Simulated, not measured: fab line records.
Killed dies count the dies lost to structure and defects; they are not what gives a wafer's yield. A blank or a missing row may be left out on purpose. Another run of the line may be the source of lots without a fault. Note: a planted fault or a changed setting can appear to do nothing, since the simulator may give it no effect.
The tool behind it: which one? :: flow nandHarc :: 14 lots, 42 wafers sampled, at 5 steps of a route of 1159

## WHAT EACH GAUGE READ, for each wafer
NHARC_P_BONDPAD_INSPECT_23. Usual: 337 for rawDefectCount, sd 110.
lot: L709
measured: day 6 12:01
on: defectInspect-01
rawDefectCount: 230 247 254
flag: 

lot: L710
measured: day 7 03:52
on: defectInspect-02
rawDefectCount: 375 209 402
flag: 

lot: L712
measured: day 7 06:45
on: defectInspect-02
rawDefectCount: 337 297 292
flag: 

lot: L711
measured: day 7 07:03
on: defectInspect-01
rawDefectCount: 472 284 542
flag: 

lot: L713
measured: day 7 12:35
on: defectInspect-01
rawDefectCount: 246 394 389
flag: 

lot: L719
measured: day 8 22:41
on: defectInspect-01
rawDefectCount: 441 316 437
flag: 

lot: L723
measured: day 10 13:44
on: defectInspect-01
rawDefectCount: 221 177 192
flag: 

lot: L725
measured: day 10 19:26
on: defectInspect-01
rawDefectCount: 442 377 424
flag: 

lot: L727
measured: day 10 22:44
on: defectInspect-01
rawDefectCount: 349 323 227
flag: 

lot: L728
measured: day 11 04:47
on: defectInspect-02
rawDefectCount: 252 232 248
flag: 

lot: L729
measured: day 11 13:41
on: defectInspect-01
rawDefectCount: 161 176 203
flag: 

lot: L730
measured: day 11 20:47
on: defectInspect-02
rawDefectCount: 454 307 290
flag: 

lot: L731
measured: day 11 21:06
on: defectInspect-01
rawDefectCount: 297 368 333
flag: 

lot: L732
measured: day 12 00:56
on: defectInspect-01
rawDefectCount: 388 389 587
flag: 

NHARC_A_ONON_D1_THK_MEAS_21: measures by ellipsometry. Usual: 998 nm for thkNm, sd 8.2.
lot: L709
measured: day 8 01:35
on: filmMetro-02
thkNm (nm): 994 994 993
flag: 

lot: L710
measured: day 8 13:52
on: filmMetro-02
thkNm (nm): 995 994 994
flag: 

lot: L712
measured: day 8 14:05
on: filmMetro-02
thkNm (nm): 1008 1003 1006
flag: 

lot: L711
measured: day 8 17:33
on: filmMetro-02
thkNm (nm): 995 997 996
flag: 

lot: L713
measured: day 9 01:16
on: filmMetro-01
thkNm (nm): 1014 1064 1016
flag: OFF

lot: L719
measured: day 10 16:22
on: filmMetro-01
thkNm (nm): 1014 1061 1014
flag: OFF

lot: L723
measured: day 12 00:59
on: filmMetro-02
thkNm (nm): 990 989 992
flag: 

lot: L725
measured: day 12 10:24
on: filmMetro-02
thkNm (nm): 1000 999 1001
flag: 

lot: L727
measured: day 12 10:24
on: filmMetro-02
thkNm (nm): 991 991 992
flag: 

lot: L728
measured: day 12 18:02
on: filmMetro-01
thkNm (nm): 1002 1002 1002
flag: 

lot: L729
measured: day 13 03:24
on: filmMetro-02
thkNm (nm): 1006 1005 1006
flag: 

lot: L730
measured: day 13 07:11
on: filmMetro-02
thkNm (nm): 999 999 999
flag: 

lot: L731
measured: day 13 07:10
on: filmMetro-01
thkNm (nm): 1002 1000 1000
flag: 

lot: L732
measured: day 13 11:12
on: filmMetro-02
thkNm (nm): 987 986 986
flag: 

## WHICH TOOL RAN EACH LOT (tool, then ch and the chambers of the sampled wafers, then the start)
lot: L709
NHARC_P_BONDPAD_STRIP_15: rieDiel-09 ch 1,2,3, day 6 09:50
NHARC_A_ZERO_WELL_DESCUM_12: rieDiel-06 ch 1,2,3, day 6 13:29
NHARC_A_ONON_D1_DEP_19: pecvdOnon-02 ch 0, day 8 01:08

lot: L710
NHARC_P_BONDPAD_STRIP_15: rieDiel-09 ch 1,2,3, day 7 01:39
NHARC_A_ZERO_WELL_DESCUM_12: rieDiel-03 ch 0,1,2, day 7 05:19
NHARC_A_ONON_D1_DEP_19: pecvdOnon-03 ch 0, day 8 13:22

lot: L712
NHARC_P_BONDPAD_STRIP_15: rieDiel-09 ch 0,2, day 7 04:32
NHARC_A_ZERO_WELL_DESCUM_12: rieDiel-10 ch 0,3, day 7 08:15
NHARC_A_ONON_D1_DEP_19: pecvdOnon-02 ch 0, day 8 13:35

lot: L711
NHARC_P_BONDPAD_STRIP_15: rieDiel-09 ch 0,1,2, day 7 04:53
NHARC_A_ZERO_WELL_DESCUM_12: rieDiel-06 ch 0,1,3, day 7 08:34
NHARC_A_ONON_D1_DEP_19: pecvdOnon-02 ch 0, day 8 17:02

lot: L713
NHARC_P_BONDPAD_STRIP_15: rieDiel-09 ch 1,2, day 7 10:26
NHARC_A_ZERO_WELL_DESCUM_12: rieDiel-06 ch 0,1, day 7 14:03
NHARC_A_ONON_D1_DEP_19: pecvdOnon-02 ch 0, day 9 00:49

lot: L719
NHARC_P_BONDPAD_STRIP_15: rieDiel-01 ch 0,2,3, day 8 20:34
NHARC_A_ZERO_WELL_DESCUM_12: rieDiel-06 ch 0,2,3, day 9 00:04
NHARC_A_ONON_D1_DEP_19: pecvdOnon-02 ch 0, day 10 15:51

lot: L723
NHARC_P_BONDPAD_STRIP_15: rieDiel-11 ch 0,2,3, day 10 11:22
NHARC_A_ZERO_WELL_DESCUM_12: rieDiel-06 ch 1,2, day 10 15:17
NHARC_A_ONON_D1_DEP_19: pecvdOnon-04 ch 0, day 12 00:32

lot: L725
NHARC_P_BONDPAD_STRIP_15: rieDiel-11 ch 1,3, day 10 17:08
NHARC_A_ZERO_WELL_DESCUM_12: rieDiel-03 ch 1,2,3, day 10 20:54
NHARC_A_ONON_D1_DEP_19: pecvdOnon-04 ch 0, day 12 09:53

lot: L727
NHARC_P_BONDPAD_STRIP_15: rieDiel-09 ch 0,1,3, day 10 20:34
NHARC_A_ZERO_WELL_DESCUM_12: rieDiel-10 ch 1,3, day 11 00:12
NHARC_A_ONON_D1_DEP_19: pecvdOnon-03 ch 0, day 12 09:53

lot: L728
NHARC_P_BONDPAD_STRIP_15: rieDiel-09 ch 0,1,2, day 11 02:19
NHARC_A_ZERO_WELL_DESCUM_12: rieDiel-03 ch 1,2, day 11 06:08
NHARC_A_ONON_D1_DEP_19: pecvdOnon-03 ch 0, day 12 17:35

lot: L729
NHARC_P_BONDPAD_STRIP_15: rieDiel-09 ch 2,3, day 11 11:28
NHARC_A_ZERO_WELL_DESCUM_12: rieDiel-06 ch 0,1, day 11 15:11
NHARC_A_ONON_D1_DEP_19: pecvdOnon-03 ch 0, day 13 02:53

lot: L730
NHARC_P_BONDPAD_STRIP_15: rieDiel-01 ch 0,1,3, day 11 18:37
NHARC_A_ZERO_WELL_DESCUM_12: rieDiel-06 ch 0,1,2, day 11 22:09
NHARC_A_ONON_D1_DEP_19: pecvdOnon-04 ch 0, day 13 06:44

lot: L731
NHARC_P_BONDPAD_STRIP_15: rieDiel-01 ch 0,2, day 11 18:56
NHARC_A_ZERO_WELL_DESCUM_12: rieDiel-06 ch 1,2, day 11 22:38
NHARC_A_ONON_D1_DEP_19: pecvdOnon-03 ch 0, day 13 06:40

lot: L732
NHARC_P_BONDPAD_STRIP_15: rieDiel-01 ch 2,3, day 11 22:44
NHARC_A_ZERO_WELL_DESCUM_12: rieDiel-10 ch 1,2,3, day 12 02:25
NHARC_A_ONON_D1_DEP_19: pecvdOnon-04 ch 0, day 13 10:45
- NHARC_P_BONDPAD_STRIP_15: strips in O2.
- NHARC_A_ZERO_WELL_DESCUM_12: chemistry O2, time 3 s.
- NHARC_A_ONON_D1_DEP_19: target thk 1000 nm.

## WHAT THE TOOLS THEMSELVES READ (means of the sampled wafers that have a number; where no wafer has one, the mark that the record gives instead)
NHARC_P_BONDPAD_STRIP_15. Usual: drypumpMotorCurrentA 5.6 A, standard deviation 0.58; o2FlowSccm 499.8 sccm, standard deviation 1.6; oesProductAu 1.002 a.u., standard deviation 0.012; rfVppV 57.5 V, standard deviation 0.84; showerheadPlenumPTorr 3.41 Torr, standard deviation 0.076; throttleValvePct 17.036 %, standard deviation 0.0088.
lot: L709
tool: rieDiel-09
drypumpMotorCurrentA (A): 5.5
o2FlowSccm (sccm): 499.5
oesProductAu (a.u.): 0.995
rfVppV (V): 57.3
showerheadPlenumPTorr (Torr): 3.39
throttleValvePct (%): 17.041
flag: 

lot: L710
tool: rieDiel-09
drypumpMotorCurrentA (A): 5.6
o2FlowSccm (sccm): 500.4
oesProductAu (a.u.): 0.992
rfVppV (V): 56.6
showerheadPlenumPTorr (Torr): 3.39
throttleValvePct (%): 17.042
flag: 

lot: L712
tool: rieDiel-09
drypumpMotorCurrentA (A): 5.5
o2FlowSccm (sccm): 499.6
oesProductAu (a.u.): 0.997
rfVppV (V): 57.7
showerheadPlenumPTorr (Torr): 3.40
throttleValvePct (%): 17.036
flag: 

lot: L711
tool: rieDiel-09
drypumpMotorCurrentA (A): 5.3
o2FlowSccm (sccm): 498.1
oesProductAu (a.u.): 0.997
rfVppV (V): 57.7
showerheadPlenumPTorr (Torr): 3.42
throttleValvePct (%): 17.039
flag: 

lot: L713
tool: rieDiel-09
drypumpMotorCurrentA (A): 5.1
o2FlowSccm (sccm): 500.3
oesProductAu (a.u.): 1.011
rfVppV (V): 57.3
showerheadPlenumPTorr (Torr): 3.43
throttleValvePct (%): 17.025
flag: 

lot: L719
tool: rieDiel-01
drypumpMotorCurrentA (A): 5.7
o2FlowSccm (sccm): 500.5
oesProductAu (a.u.): 1.002
rfVppV (V): 56.8
showerheadPlenumPTorr (Torr): 3.40
throttleValvePct (%): 17.035
flag: 

lot: L723
tool: rieDiel-11
drypumpMotorCurrentA (A): 5.5
o2FlowSccm (sccm): 498.8
oesProductAu (a.u.): 1.004
rfVppV (V): 57.2
showerheadPlenumPTorr (Torr): 3.47
throttleValvePct (%): 17.041
flag: 

lot: L725
tool: rieDiel-11
drypumpMotorCurrentA (A): 5.2
o2FlowSccm (sccm): 498.2
oesProductAu (a.u.): 1.018
rfVppV (V): 57.6
showerheadPlenumPTorr (Torr): 3.36
throttleValvePct (%): 17.037
flag: 

lot: L727
tool: rieDiel-09
drypumpMotorCurrentA (A): 5.8
o2FlowSccm (sccm): 499.6
oesProductAu (a.u.): 0.997
rfVppV (V): 58.5
showerheadPlenumPTorr (Torr): 3.41
throttleValvePct (%): 17.030
flag: 

lot: L728
tool: rieDiel-09
drypumpMotorCurrentA (A): 5.3
o2FlowSccm (sccm): 499.0
oesProductAu (a.u.): 1.003
rfVppV (V): 56.3
showerheadPlenumPTorr (Torr): 3.41
throttleValvePct (%): 17.046
flag: 

lot: L729
tool: rieDiel-09
drypumpMotorCurrentA (A): 5.6
o2FlowSccm (sccm): 500.3
oesProductAu (a.u.): 1.002
rfVppV (V): 57.8
showerheadPlenumPTorr (Torr): 3.36
throttleValvePct (%): 17.037
flag: 

lot: L730
tool: rieDiel-01
drypumpMotorCurrentA (A): 5.5
o2FlowSccm (sccm): 499.6
oesProductAu (a.u.): 1.010
rfVppV (V): 57.7
showerheadPlenumPTorr (Torr): 3.45
throttleValvePct (%): 17.035
flag: 

lot: L731
tool: rieDiel-01
drypumpMotorCurrentA (A): 6.3
o2FlowSccm (sccm): 498.8
oesProductAu (a.u.): 1.006
rfVppV (V): 56.9
showerheadPlenumPTorr (Torr): 3.35
throttleValvePct (%): 17.033
flag: 

lot: L732
tool: rieDiel-01
drypumpMotorCurrentA (A): 5.2
o2FlowSccm (sccm): 500.0
oesProductAu (a.u.): 1.007
rfVppV (V): 58.3
showerheadPlenumPTorr (Torr): 3.41
throttleValvePct (%): 17.047
flag: 

NHARC_A_ZERO_WELL_DESCUM_12. Usual: drypumpMotorCurrentA 5.7 A, standard deviation 0.42; o2FlowSccm 200.0 sccm, standard deviation 0.61; oesProductAu 1.003 a.u., standard deviation 0.012; rfVppV 57.7 V, standard deviation 0.98; showerheadPlenumPTorr 1.90 Torr, standard deviation 0.11; throttleValvePct 11.310 %, standard deviation 0.0088.
lot: L709
tool: rieDiel-06
drypumpMotorCurrentA (A): 6.1
o2FlowSccm (sccm): 200.1
oesProductAu (a.u.): 1.008
rfVppV (V): 58.4
showerheadPlenumPTorr (Torr): 1.96
throttleValvePct (%): 11.314
flag: 

lot: L710
tool: rieDiel-03
drypumpMotorCurrentA (A): 5.8
o2FlowSccm (sccm): 200.1
oesProductAu (a.u.): 1.006
rfVppV (V): 57.6
showerheadPlenumPTorr (Torr): 1.88
throttleValvePct (%): 11.321
flag: 

lot: L712
tool: rieDiel-10
drypumpMotorCurrentA (A): 5.7
o2FlowSccm (sccm): 200.3
oesProductAu (a.u.): 1.016
rfVppV (V): 57.6
showerheadPlenumPTorr (Torr): 1.86
throttleValvePct (%): 11.309
flag: 

lot: L711
tool: rieDiel-06
drypumpMotorCurrentA (A): 5.9
o2FlowSccm (sccm): 199.9
oesProductAu (a.u.): 1.003
rfVppV (V): 57.8
showerheadPlenumPTorr (Torr): 1.94
throttleValvePct (%): 11.313
flag: 

lot: L713
tool: rieDiel-06
drypumpMotorCurrentA (A): 5.7
o2FlowSccm (sccm): 199.7
oesProductAu (a.u.): 1.008
rfVppV (V): 57.5
showerheadPlenumPTorr (Torr): 1.85
throttleValvePct (%): 11.310
flag: 

lot: L719
tool: rieDiel-06
drypumpMotorCurrentA (A): 5.9
o2FlowSccm (sccm): 200.0
oesProductAu (a.u.): 0.993
rfVppV (V): 58.0
showerheadPlenumPTorr (Torr): 2.03
throttleValvePct (%): 11.308
flag: 

lot: L723
tool: rieDiel-06
drypumpMotorCurrentA (A): 6.0
o2FlowSccm (sccm): 199.8
oesProductAu (a.u.): 1.002
rfVppV (V): 58.5
showerheadPlenumPTorr (Torr): 1.96
throttleValvePct (%): 11.307
flag: 

lot: L725
tool: rieDiel-03
drypumpMotorCurrentA (A): 5.8
o2FlowSccm (sccm): 199.5
oesProductAu (a.u.): 1.015
rfVppV (V): 57.4
showerheadPlenumPTorr (Torr): 1.83
throttleValvePct (%): 11.312
flag: 

lot: L727
tool: rieDiel-10
drypumpMotorCurrentA (A): 5.6
o2FlowSccm (sccm): 199.3
oesProductAu (a.u.): 0.990
rfVppV (V): 57.1
showerheadPlenumPTorr (Torr): 1.94
throttleValvePct (%): 11.311
flag: 

lot: L728
tool: rieDiel-03
drypumpMotorCurrentA (A): 5.6
o2FlowSccm (sccm): 199.7
oesProductAu (a.u.): 1.016
rfVppV (V): 58.4
showerheadPlenumPTorr (Torr): 1.88
throttleValvePct (%): 11.317
flag: 

lot: L729
tool: rieDiel-06
drypumpMotorCurrentA (A): 5.5
o2FlowSccm (sccm): 200.0
oesProductAu (a.u.): 1.013
rfVppV (V): 58.3
showerheadPlenumPTorr (Torr): 1.92
throttleValvePct (%): 11.305
flag: 

lot: L730
tool: rieDiel-06
drypumpMotorCurrentA (A): 5.7
o2FlowSccm (sccm): 199.9
oesProductAu (a.u.): 1.016
rfVppV (V): 57.6
showerheadPlenumPTorr (Torr): 1.94
throttleValvePct (%): 11.306
flag: 

lot: L731
tool: rieDiel-06
drypumpMotorCurrentA (A): 5.9
o2FlowSccm (sccm): 200.0
oesProductAu (a.u.): 1.021
rfVppV (V): 57.6
showerheadPlenumPTorr (Torr): 1.87
throttleValvePct (%): 11.296
flag: 

lot: L732
tool: rieDiel-10
drypumpMotorCurrentA (A): 5.4
o2FlowSccm (sccm): 200.4
oesProductAu (a.u.): 1.009
rfVppV (V): 56.9
showerheadPlenumPTorr (Torr): 1.88
throttleValvePct (%): 11.311
flag: 

## THE ANSWER, worked out from the rows above alone
Rule: a lot is off if the mean of its wafers that have a number lies more than 3 standard deviations from the usual mean. Also off: a lot with no number at a reading for which 4 or more lots have one. The other lots that the step has rows for count as sound. Order of review: gauges by route order, followed by the tools' own readings, for which a lot's mean as printed above is used. The first step at which some lot is off is used, and at that step the reading that is off furthest; a lot without a number counts as furthest.
Off: L713, L719, at NHARC_A_ONON_D1_THK_MEAS_21 (thkNm).
A tool fits if, at a process step before that reading, it ran every lot that is off, and no sound lot after the first of them. Gauges at NHARC_A_ONON_D1_THK_MEAS_21: tried the same way as those tools. One fits: pecvdOnon-02 at NHARC_A_ONON_D1_DEP_19. A fault onset in the window from L711 (day 8 17:02, its last sound lot) to L713 (day 9 00:49, its first lot off) fits.

## WHAT THE SIMULATOR HAD INSERTED
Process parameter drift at NHARC_A_ONON_D1_DEP_19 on pecvdOnon-02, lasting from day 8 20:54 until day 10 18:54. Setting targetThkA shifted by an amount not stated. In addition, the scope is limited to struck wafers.
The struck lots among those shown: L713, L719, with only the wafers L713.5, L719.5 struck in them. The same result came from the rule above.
